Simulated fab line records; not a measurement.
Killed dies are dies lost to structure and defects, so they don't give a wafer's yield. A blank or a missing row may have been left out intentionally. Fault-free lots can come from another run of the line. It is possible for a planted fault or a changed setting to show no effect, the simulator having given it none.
Split-lot trial | flow n5-finfet | on a route of 1938 steps: 7 lots, 21 wafers read

SPLIT DETAILS
At N5_FIN_SAQP_PECVD_06 (deposits a-Si from SiH4/He, target thk 60 nm, time 48.1 s), the setting time-s was moved away from the recipe's 48.1 s on 5 of the 21 wafers read, by -5.9% to +14.2%. This setting was run at the recipe's value on the other wafers.

FROM THE SPLIT TO THE READING: what the file shows between them, 12 steps
- N5_FIN_SAQP_THK_MEAS_07
- N5_FIN_SAQP_EXPOSE_13: exposes mask FIN CORE, target cd 35.6 nm (also split here: dose-mj)
- N5_FIN_SAQP_PEB_14: peb time 60 s
- N5_FIN_SAQP_DEVELOP_15: develop time 30 s
- N5_FIN_SAQP_CD_MEAS_16: target cd 35.6 nm
- N5_FIN_SAQP_HM_OPEN_73: chemistry CHF3/O2, target SiO2, stops on a-Si, target depth 12 nm, time 16.8 s
- N5_FIN_SAQP_STRIP_74: strips in CHF3/O2
- N5_FIN_SAQP_MANDREL_ETCH_22: etches a-Si in HBr/Cl2, stops on SiNx, target depth 60 nm, bt time 10 s, time 30 s
- N5_FIN_SAQP_STRIP_55: strips in N2/H2
- N5_FIN_SAQP_STRIP_23: strips in SPM, time 750 s
- N5_FIN_SAQP_SRD_66: time 30 s
- N5_FIN_SAQP_RECESS_75: chemistry HF/NH3, target SiO2, target depth 14.4 nm, afs cycles 3, sublimation time 60 s

THE READING
a-Si_of_FIN_SAQP_PECVD_06.thk-nm (the simulator's own value, which no gauge read), in nm, at N5_FIN_SAQP_SPACER1_ALD_24 (deposits SiO2, target thk 20.3 nm, pulse time 1 s, purge time 2 s). The file does not state a usual value for it. Average 59.5 nm, standard deviation 0.76 nm, over the 16 wafers here run with the recipe.

wafer  | tool, chamber at the split | time-s as run, s | against the recipe | a-Si_of_FIN_SAQP_PECVD_06.thk-nm, nm | against lot-mates on the recipe
L080.1 | pecvd-04, 2                | 54.95            | +14.2%             | 67.8                                 | +7.2
L080.3 | pecvd-04, 0                | 48.1             | recipe             | 60.6                                 | -
L080.6 | pecvd-04, 0                | 54.95            | +14.2%             | 69.6                                 | +9.0
L081.1 | pecvd-02, 0                | 48.1             | recipe             | 59.6                                 | -
L081.6 | pecvd-02, 1                | 48.1             | recipe             | 59.6                                 | -
L081.4 | pecvd-02, 0                | 45.32            | -5.8%              | 57                                   | -2.6
L082.2 | pecvd-02, 0                | 48.1             | recipe             | 59.2                                 | -
L082.4 | pecvd-02, 2                | 48.1             | recipe             | 61.2                                 | -
L082.5 | pecvd-02, 1                | 50.16            | +4.3%              | 62                                   | +1.8
L083.4 | pecvd-01, 2                | 48.1             | recipe             | 59.8                                 | -
L083.5 | pecvd-01, 1                | 48.1             | recipe             | 59.4                                 | -
L083.6 | pecvd-01, 0                | 48.1             | recipe             | 60                                   | -
L089.2 | pecvd-01, 1                | 48.1             | recipe             | 58.8                                 | -
L089.3 | pecvd-01, 2                | 48.1             | recipe             | 59                                   | -
L089.4 | pecvd-01, 1                | 48.1             | recipe             | 59.4                                 | -
L093.1 | pecvd-01, 2                | 48.1             | recipe             | 58.4                                 | -
L093.4 | pecvd-01, 1                | 48.1             | recipe             | 59                                   | -
L093.5 | pecvd-01, 0                | 48.1             | recipe             | 58.8                                 | -
L094.2 | pecvd-04, 2                | 48.1             | recipe             | 58.6                                 | -
L094.3 | pecvd-04, 1                | 45.28            | -5.9%              | 56.2                                 | -3.4
L094.6 | pecvd-04, 1                | 48.1             | recipe             | 60.6                                 | -

THE FIT
A straight line over all 21 wafers: a-Si_of_FIN_SAQP_PECVD_06.thk-nm changes by +0.619 nm for each +1% of time-s; r = +0.97; the points scatter about the line by 0.8 nm.
The same after taking each lot's own level away (the mean of its wafers on the recipe; 21 wafers): +0.555 nm for each +1%; r = +0.98; scatter 0.61 nm.
On that fit, the largest move of time-s shifts the reading by 7.9 nm.
Across the lots, their own levels run from 58.73 to 60.60 nm, a range of 2.5 times the standard deviation given above.
So the slope is not independent of the lot-to-lot level: the two fits are not the same.
Check: +8.44 nm against its lot-mates is what the line predicts for one of the wafers moved furthest among these (+14.2%) when that wafer is left out of the fit. It came out at +7.2 nm against them.

OTHER SPLITS ON THESE WAFERS
Note: prior to the reading, these wafers also went through further splits. Each is held against what the fit with the lots' levels taken away leaves over:
other split on the same wafers          | wafers away from the commonest value | r with a-Si_of_FIN_SAQP_PECVD_06.thk-nm (lot level and that fit taken away)
N5_ZERO_LAYER_COAT_05 spin-rpm          | 4                                    | +0.02
N5_ZERO_LAYER_DEVELOP_10 develop-time-s | 5                                    | +0.35
N5_FIN_SAQP_PECVD_48 time-s             | 3                                    | +0.34
N5_FIN_SAQP_EXPOSE_13 dose-mj           | 9                                    | +0.17

THE WHOLE CHAIN: every reading that the file lists as answering this split, in the file's order
step                        | what it does                                                                       | reading                                                                           | change (the file's fit)               | r (the file's)
N5_FIN_SAQP_PECVD_06        | deposits a-Si from SiH4/He, target thk 60 nm, time 48.1 s                          | a-Si_of_FIN_SAQP_PECVD_06.thk-nm (the simulator's own value, which no gauge read) | +0.543 nm for each +1% of the setting | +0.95
N5_FIN_SAQP_THK_MEAS_07     |                                                                                    | thk-nm                                                                            | withheld for each +1% of the setting  | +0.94
N5_FIN_SAQP_MANDREL_ETCH_22 | etches a-Si in HBr/Cl2, stops on SiNx, target depth 60 nm, bt time 10 s, time 30 s | etch.depth-nm (the simulator's own value, which no gauge read)                    | +0.543 nm for each +1% of the setting | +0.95
N5_FIN_SAQP_SPACER1_ALD_24  | deposits SiO2, target thk 20.3 nm, pulse time 1 s, purge time 2 s                  | a-Si_of_FIN_SAQP_PECVD_06.thk-nm (the simulator's own value, which no gauge read) | +0.547 nm for each +1% of the setting | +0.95

THE FILE'S OWN FIT
a-Si_of_FIN_SAQP_PECVD_06.thk-nm changes by +0.547 nm for each +1% of time-s, r = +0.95.
